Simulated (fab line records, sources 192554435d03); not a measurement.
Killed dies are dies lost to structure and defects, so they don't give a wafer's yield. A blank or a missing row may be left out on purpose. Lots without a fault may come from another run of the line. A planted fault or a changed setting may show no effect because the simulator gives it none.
Chamber matching | flow n5_finfet | N5_PASSIVATION_PECVD_01 on pecvd-04: 3 sister chambers
The step deposits SiNx from SiH4/NH3/N2, target thk 200 nm, time 43.2 s. 6 wafers are shown with their chamber, then 12 later ones without.

WAFERS WITH THEIR CHAMBER
wafer  | chamber | throttle_valve_pct (%) | showerhead_plenum_p_Torr (Torr)
L087.4 | 1       | 27.8                   | 8.71
L094.1 | 0       | 32.9                   | 8.69
L094.6 | 2       | 29.0                   | 8.60
L093.1 | 2       | 28.8                   | 8.63
L093.2 | 1       | 26.6                   | 8.69
L093.3 | 0       | 32.7                   | 8.69

WAFERS WITHOUT THEIR CHAMBER
wafer  | throttle_valve_pct (%) | showerhead_plenum_p_Torr (Torr)
L093.4 | 33.1                   | 8.68
L093.5 | 26.6                   | 8.69
L093.6 | 28.8                   | 8.59
L096.1 | 33.0                   | 8.68
L096.2 | 28.8                   | 8.59
L096.5 | 28.9                   | 8.61
L097.1 | 32.8                   | 8.69
L097.2 | 26.6                   | 8.69
L097.3 | 28.9                   | 8.60
L097.4 | 26.5                   | 8.68
L097.5 | 32.9                   | 8.69
L097.6 | 28.8                   | 8.62

WHICH CHAMBER EACH WENT THROUGH
wafer  | from the rows above | in truth
L093.4 | 0                   | 0
L093.5 | 1                   | 1
L093.6 | 2                   | 2
L096.1 | 0                   | 0
L096.2 | 2                   | 2
L096.5 | 2                   | 2
L097.1 | 0                   | 0
L097.2 | 1                   | 1
L097.3 | 2                   | 2
L097.4 | 1                   | 1
L097.5 | 0                   | 0
L097.6 | 2                   | 2
Placed correctly: 12 of 12. Can't be placed from these rows: 0. Placed wrongly: 0.
How it was worked out, from the rows above alone: a wafer's distance from a chamber is the root of the sum, over the readings, of the square of ((its reading less the chamber's mean) divided by the reading's scatter). The wafer belongs to the nearest chamber; if the next one is less than 2 further off, it can't be placed. A chamber's mean is the mean of its shown wafers. The scatter: the root of (the sum of the squares of (reading less its chamber's mean) over the shown wafers, divided by (wafers less chambers)).
